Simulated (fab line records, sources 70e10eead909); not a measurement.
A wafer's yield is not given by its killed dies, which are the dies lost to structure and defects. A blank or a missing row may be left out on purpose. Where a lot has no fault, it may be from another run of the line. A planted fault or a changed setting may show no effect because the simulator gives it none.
Chamber matching ; flow nandHarc ; NHARC_HYBRID_BOND_ACTIVATE_00 on rieDiel-06 has 4 sister chambers
The step chemistry N2, time 60 s. 4 wafers are shown with their chamber, then 8 later ones without.

WAFERS PAIRED WITH THEIR CHAMBERS
wafer;chamber;drypumpMotorCurrentA (A)
L471.1;2;6.0
L481.2;1;6.6
L481.3;3;5.1
L485.2;0;4.9

WAFERS WITH NO CHAMBER GIVEN
wafer;drypumpMotorCurrentA (A)
L485.5;4.9
L485.6;6.6
L483.4;5.1
L483.5;5.1
L483.6;4.9
L484.2;6.6
L484.3;5.9
L484.6;5.1

CHAMBER TAKEN BY EACH
wafer;from the rows above;in truth
L485.5;0;0
L485.6;1;1
L483.4;3;3
L483.5;3;3
L483.6;0;0
L484.2;1;1
L484.3;2;2
L484.6;3;3
Correct placement for 8 of the 8. From these rows, 0 cannot be placed. 0 placed wrongly.
How it was worked out, from the rows above alone: a wafer's distance from a chamber is the root of the sum, over the readings, of the square of ((its reading less the chamber's mean) divided by the reading's scatter). If the next closest chamber is less than 2 further off than the closest, the wafer can't be placed; otherwise it belongs to the closest. For every chamber, the mean is computed from those of its wafers that are shown. The scatter: root of mean squared gap, hidden wafer to nearest shown wafer, with one shown wafer a chamber.
